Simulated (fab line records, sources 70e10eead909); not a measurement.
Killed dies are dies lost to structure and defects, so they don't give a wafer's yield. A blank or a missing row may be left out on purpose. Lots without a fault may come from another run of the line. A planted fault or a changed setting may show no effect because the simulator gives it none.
Chamber matching | flow nand_harc | NHARC_P_BONDPAD_ACTIVATE_29 on rie_diel-10: 4 sister chambers
The step chemistry N2, time 60 s. 14 wafers are shown with their chamber, then 7 later ones without.

WAFERS WITH THEIR CHAMBER
wafer  | chamber | oes_product_au (a.u.) | rf_vpp_V (V)
L074.2 | 0       | 1.016                 | 64.4
L074.4 | 2       | 0.996                 | 62.9
L074.5 | 0       | 1.015                 | 64.8
L078.1 | 3       | 1.011                 | 63.7
L078.3 | 1       | 1.007                 | 64.7
L078.5 | 2       | 0.993                 | 65.2
L086.3 | 0       | 1.003                 | 64.8
L086.5 | 3       | 1.001                 | 64.1
L086.6 | 2       | 0.991                 | 64.9
L088.2 | 0       | 1.005                 | 63.9
L088.3 | 2       | 0.988                 | 64.7
L088.4 | 3       | 1.010                 | 63.6
L091.1 | 0       | 0.998                 | 64.5
L091.3 | 3       | 1.002                 | 64.6

SIGNATURES (means of the wafers above)
reading        | chamber 0 | chamber 1 | chamber 2 | chamber 3 | scatter within a chamber
oes_product_au | 1.00740   | 1.00700   | 0.99200   | 1.00600   | 0.00601
rf_vpp_V       | 64.480    | 64.700    | 64.425    | 64.000    | 0.663
Rule: a wafer's distance from a chamber is the root of the sum, over the readings, of the square of ((its reading less the chamber's mean) divided by the reading's scatter). The wafer belongs to the nearest chamber; if the next one is less than 2 further off, it can't be placed. The scatter: the root of (the sum of the squares of (reading less its chamber's mean) over the shown wafers, divided by (wafers less chambers)).

WAFERS WITHOUT THEIR CHAMBER
wafer  | oes_product_au (a.u.) | rf_vpp_V (V)
L091.5 | 0.990                 | 63.8
L093.2 | 1.014                 | 64.9
L093.4 | 1.016                 | 64.9
L093.5 | 1.007                 | 63.4
L097.1 | 1.009                 | 64.5
L097.2 | 0.988                 | 64.9
L097.5 | 1.005                 | 64.5

WHICH CHAMBER EACH WENT THROUGH
wafer  | from the rows above               | in truth
L091.5 | can't be placed: 2 or 3           | 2
L093.2 | can't be placed: 1 or 0 or 3      | 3
L093.4 | can't be placed: 1 or 0 or 3      | 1
L093.5 | can't be placed: 3 or 0 or 1      | 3
L097.1 | can't be placed: 0 or 1 or 3      | 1
L097.2 | 2                                 | 2
L097.5 | can't be placed: 0 or 1 or 3 or 2 | 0
Placed correctly: 1 of 7. Can't be placed from these rows: 6 (the true chamber is among the candidates in 6). Placed wrongly: 0.
